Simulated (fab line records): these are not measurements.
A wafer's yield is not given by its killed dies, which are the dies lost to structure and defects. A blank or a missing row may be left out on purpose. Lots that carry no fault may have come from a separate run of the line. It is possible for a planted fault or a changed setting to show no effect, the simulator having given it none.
fab line records    flow nandHarc
record lots=6  wafers=18  lastDay=25
route steps=1159 shown A_STAIRCASE@671
lots untouched by any fault: they come from a run of this same line in which no faults occurred
startH: hours from the record's opening day to when the first of the lot's shown wafers began    waitH: hours since the lot's step before    " the same as in the row above    L1.1+2: several wafers, shown together as one row    - no value, or no start given    * or withheld: withheld    < > ~ a bound
route shown NAME@n: names a module that has steps shown in the file, with the first one's number in the route    usual: mean/standard deviation of fault-free wafers    same: alike in all rows    chamber/n: place in a boat    sites: per-site readings    _std_site: their standard deviation    _edge_site: outer sites' mean less inner sites'    radiusMm: how far each site lies from the wafer's centre    mask NAME#n: copy n    behind: the last tool/chamber to shape the wafer    hold: the reason the lot was held/the length of the hold in hours/how it ended    device: whichever transistor did not switch (one of n, p or np)    end of line: tests of these same wafers at the route's end    where a step has no rows: the recipe by itself    killed: dies lost to structure and defects at the first sort, not the wafer's yield    map: the dies of a wafer, with x for killed, . for not killed, _ for no die there
set.NAME: setting as actually run; set.NAME@STEP: the setting as run at that earlier step    model.NAME: the simulator's own value behind a step, which no gauge read
lots at selected steps of the route; one table per step, one row per wafer
services: when a tool's chamber went out of use (startH, in hours from the record's first day, below 0 if earlier), for how many hours, and the reason
## steps
# step NHARC_A_STAIRCASE_STRIP_296
# recipe timeS=900  tempC=130  chemistry=SPM
# step NHARC_A_STAIRCASE_PRECLEAN_297
# recipe timeS=*  tempC=50  bathAgeMin=0  chemistry=SC1
# step NHARC_A_STAIRCASE_SRD_298
# step NHARC_A_STAIRCASE_HM_DEP_462
# recipe targetThkA=8000  tempC=400  material=aC
# usual susceptorTempC=400.04/0.22  throttleValvePct=35.002/0.008
lot.wafer  tool       chamber  startH  waitH  susceptorTempC  throttleValvePct
L964.3     aclDep-01  0        278.68  0.7    -               34.997
L964.4     "          0        "       "      -               34.989
L964.6     "          0        "       "      -               35.008
L965.1     aclDep-02  0        286.94  0.5    -               34.991
L965.2     "          0        "       "      -               35.002
L965.6     "          0        288.44  2.0    -               34.993
L967.3     aclDep-02  0        303.80  2.9    -               34.999
L967.5     "          0        "       "      -               35.007
L967.6     "          0        "       "      -               35.004
L972.1     aclDep-01  0        338.67  0.9    400.07          35.007
L972.3     "          0        "       "      400.15          35.019
L972.6     "          0        "       "      400.02          35.007
L976.1     aclDep-03  0        361.12  2.5    399.77          35.021
L976.5     "          0        362.35  3.7    399.83          34.990
L976.6     "          0        "       "      399.95          35.006
L981.2     aclDep-02  0        397.15  0.4    400.13          35.010
L981.4     "          0        "       "      400.17          35.001
L981.6     "          0        "       "      400.06          34.995
# step NHARC_A_STAIRCASE_DEP_301
# recipe targetThkA=300  targetThkNm=30  tempC=400  pressureTorr=3.5  flowSccm=200  rfW=350  material=SiON
# usual heaterPowerW=663/63  susceptorTempC=400.03/0.23
lot.wafer  tool      chamber  startH  waitH  heaterPowerW  susceptorTempC
L964.3     pecvd-01  0        279.98  1.0    671           399.88
L964.4     "         2        "       "      605           399.45
L964.6     "         0        "       "      691           400.12
L965.1     pecvd-02  1        288.79  1.5    758           400.12
L965.2     "         0        "       "      592           400.24
L965.6     "         2        "       "      679           400.35
L967.3     pecvd-01  2        305.07  1.0    698           400.01
L967.5     "         1        "       "      783           400.14
L967.6     "         0        "       "      708           399.93
L972.3     pecvd-01  2        340.57  1.0    618           400.05
L972.1     "         0        "       "      713           400.02
L972.6     "         2        "       "      641           400.02
L976.1     pecvd-03  0        362.98  1.6    572           400.15
L976.6     "         0        "       "      565           400.47
L976.5     "         2        "       "      603           399.94
L981.2     pecvd-02  0        398.77  1.3    696           400.08
L981.4     "         1        "       "      683           399.93
L981.6     "         0        "       "      685           400.10
# step NHARC_A_STAIRCASE_DEHYDRATE_302
# recipe tempC=150  timeS=120
# step NHARC_A_STAIRCASE_HMDS_303
# recipe timeS=30
# step NHARC_A_STAIRCASE_COAT_304
# recipe spinRpm=1200
# step NHARC_A_STAIRCASE_SOFTBAKE_305
# recipe tempC=135  timeS=170
# step NHARC_A_STAIRCASE_EBR_306
# step NHARC_A_STAIRCASE_EXPOSE_307
# recipe na=0.5  doseMj=45.72  maskId=CHOP_50
# step NHARC_A_STAIRCASE_PEB_308
# recipe pebTempC=115  pebTimeS=130
# usual chillPlateTempC=23.02/0.11  exhaustPa=45.2/0.82
lot.wafer  tool           chamber  startH  waitH  chillPlateTempC  exhaustPa
L964.3     lithoTrack-07  0        280.47  0.1    23.07            45.8
L964.4     "              0        "       "      23.02            46.0
L964.6     "              0        "       "      23.08            45.6
L965.1     lithoTrack-05  -        289.33  0.1    -                -
L965.2     "              -        "       "      -                -
L965.6     "              -        "       "      -                -
L967.3     lithoTrack-07  -        305.59  0.1    -                -
L967.5     "              -        "       "      -                -
L967.6     "              -        "       "      -                -
L972.1     lithoTrack-05  0        341.25  0.1    22.79            44.5
L972.3     "              0        "       "      22.88            46.5
L972.6     "              0        "       "      22.92            44.9
L976.1     lithoTrack-07  0        363.65  0.1    23.05            45.6
L976.5     "              0        "       "      23.12            45.6
L976.6     "              0        "       "      23.06            45.5
L981.2     lithoTrack-05  0        399.39  0.1    22.98            45.7
L981.4     "              0        "       "      23.09            45.3
L981.6     "              0        "       "      23.18            45.4
# step NHARC_A_STAIRCASE_DEVELOP_309
# recipe timeS=140
## services
tool           chamber  startH  hours  kind
pecvd-02       2        268.68  5.3    repair
aclDep-01      -        290.17  0.2    repair
pecvd-03       -        292.33  13.0   pm
pecvd-03       0        292.33  13.0   ventCycle
pecvd-03       1        292.33  18.8   ventCycle
pecvd-03       2        292.33  13.0   ventCycle
aclDep-01      -        293.24  13.0   pm
pecvd-02       1        299.24  -      calibration
pecvd-03       0        305.33  -      clean
pecvd-03       2        305.33  -      clean
pecvd-03       2        328.95  7.5    repair
pecvd-02       -        334.19  13.0   pm
pecvd-02       0        334.19  13.0   ventCycle
pecvd-02       1        334.19  13.0   ventCycle
pecvd-02       2        334.19  13.0   ventCycle
pecvd-02       0        347.19  -      clean
pecvd-02       1        347.19  -      clean
pecvd-02       2        347.19  -      clean
aclDep-02      -        350.55  13.0   pm
lithoTrack-07  -        364.00  7.0    pm
pecvd-02       -        380.66  0.7    repair
## key
firstSign step=NHARC_A_STAIRCASE_PEB_308  reading=toolRecord  direction=missing
effect none on later readings
metAt NHARC_A_STAIRCASE_PEB_308
struckWafers L965.1,L965.2,L965.6,L967.3,L967.5,L967.6
laterRowsLeftOut L965.1,L965.2,L965.6,L967.3,L967.5,L967.6
sortLeftOut L965.1,L965.2,L965.6,L967.3,L967.5,L967.6
testerLeftOut L965,L967
onsetBetween 280.47 289.33
fault kind=skippedStepWhole  tool=lithoTrack-05,lithoTrack-07  chamber=-  onsetH=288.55  steps=NHARC_A_STAIRCASE_PEB_308  scope=struckLotsOnly
# testerLeftOut: of these lots the tester's yield and bins aren't shown, on N5 and GAA mostly nor the transistor test; their killed dies are dies lost to structure and defects alone, not to doping, threshold or leakage, so they don't give the yield
# sortLeftOut: the simulated sort isn't trusted on such a fault, so these wafers' sort isn't shown, and their yield isn't known
# laterRowsLeftOut: the simulator's readings of these wafers behind a module that went badly wrong aren't trusted and aren't shown, but for the sort
